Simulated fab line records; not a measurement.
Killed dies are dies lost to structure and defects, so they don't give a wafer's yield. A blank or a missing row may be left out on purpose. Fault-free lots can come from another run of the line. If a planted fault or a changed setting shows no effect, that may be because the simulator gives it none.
Struck lot and sound lot, side by side + flow n5-finfet + 25 out of 1938 route steps
Sound: these wafers, L965.2, L965.3, L965.4. Wafers L975.1, L975.4, L975.6 were the ones struck. Last of all comes the cause.
Order at every step that has rows: each side's tool, ch and its chambers, its first start. Under that, the readings that differ: sound wafers + struck wafers + difference of the means + sigmas: that difference in standard deviations of wafers without a fault.
alike: same words and numbers on both sides, and readings whose means sit less than 2 such deviations apart. not compared: any withheld reading, any reading some wafer has no value for, any bound like >300 that may hide the same value, and any number with overlapping values for which the record gives no deviation.
A row with sigmas, a row that says differs or no value, or rows on one side alone: a step with any of these is where the two part. When numbers do not overlap yet have no deviation, they are printed without sigmas and do not part them. Lack of a reading on every wafer of one side parts them only where that side has two or more wafers.

first, 9 steps without rows for these wafers: N5_BEOL_M1_EXPOSE_08 (exposes mask M1); N5_BEOL_M1_PEB_09 (peb time 60 s); N5_BEOL_M1_DEVELOP_10 (develop time 30 s); N5_BEOL_M1_DESCUM_16 (chemistry O2, time 7 s); N5_BEOL_M1_ETCH_74 (etches underlayer in N2/H2, target depth 6.5 nm, time 5.2 s); N5_BEOL_M1_ETCH_63 (etches SiARC in CF4, target depth 15.6 nm, time 26 s); N5_BEOL_M1_ETCH_64 (etches SOC in N2/H2, target depth 75 nm, overetch 15 nm, time 112.5 s); N5_BEOL_M1_STRIP_65 (strips in N2/H2); N5_BEOL_M1_STRIP_75 (strips in N2/H2).
N5_BEOL_M1_STRIP_66: strips in CF4.
  sound on rie-diel-05 ch 0,1,3, day 6 13:56; struck on rie-diel-05 ch 0,1,2, day 8 22:52
  alike: bias-power-w, drypump-motor-current-A, oes-product-au, rf-vpp-V, showerhead-plenum-p-Torr, throttle-valve-pct
  not compared: rf-hours-counter-h
then, 11 steps without rows for these wafers: N5_BEOL_M1_HM_OPEN_17 (chemistry Cl2/BCl3, target TiN, target depth 20 nm, overetch 6 nm); N5_BEOL_M1_STRIP_19 (strips in O2); N5_BEOL_M1_COAT_67 (time 60 s, resist thk 60 nm); N5_BEOL_M1_COAT_68 (time 60 s, resist thk 12 nm); N5_BEOL_M1_COAT_76 (time 60 s, resist thk 5 nm); N5_BEOL_M1_COAT_22 (resist thk 30 nm); N5_BEOL_M1_EBR_24; N5_BEOL_M1_SOFTBAKE_23 (time 60 s); N5_BEOL_M1_EXPOSE_25 (exposes mask V0, defocus 5 nm, target cd 24 nm); N5_BEOL_M1_PEB_26 (peb time 60 s); N5_BEOL_M1_DEVELOP_27 (develop time 30 s).
N5_BEOL_M1_INSPECT_30: inspects for defects (brightfield).
  sound on defect-inspect-01, day 6 14:40; struck on defect-inspect-01, day 8 23:38
| reading          | sound       | struck         | difference | sigmas |
|------------------|-------------|----------------|------------|--------|
| raw-defect-count | 418 358 386 | 1482 1397 1568 | +1095      | +12    |
then, 1 step without rows for these wafers: N5_BEOL_M1_DESCUM_33 (chemistry O2, time 7 s).
N5_BEOL_M4_RC_MEAS_101:
  sound on prober-01 ch 0, day 8 07:38; struck on prober-01 ch 0, day 10 21:54
  alike: DIBL_N, DIBL_P, IOFF_N, IOFF_P, ION_N, ION_P, SS_N, SS_P, VT_N, VT_P
-- a jump in the record: the struck wafers' starts before and after are 4 days apart (it breaks off in module BEOL_M4 and resumes in module PASSIVATION, where the first step shown is number 1936 of the route) --
N5_PASSIVATION_PROBE_49:
  record: rows for the struck wafers here (prober-01, day 15 06:17), none for the sound ones

== WHERE THEY PART ==
Earliest at N5_BEOL_M1_INSPECT_30; latest, in this record, at N5_PASSIVATION_PROBE_49.

WHY: what had been put in by the simulator
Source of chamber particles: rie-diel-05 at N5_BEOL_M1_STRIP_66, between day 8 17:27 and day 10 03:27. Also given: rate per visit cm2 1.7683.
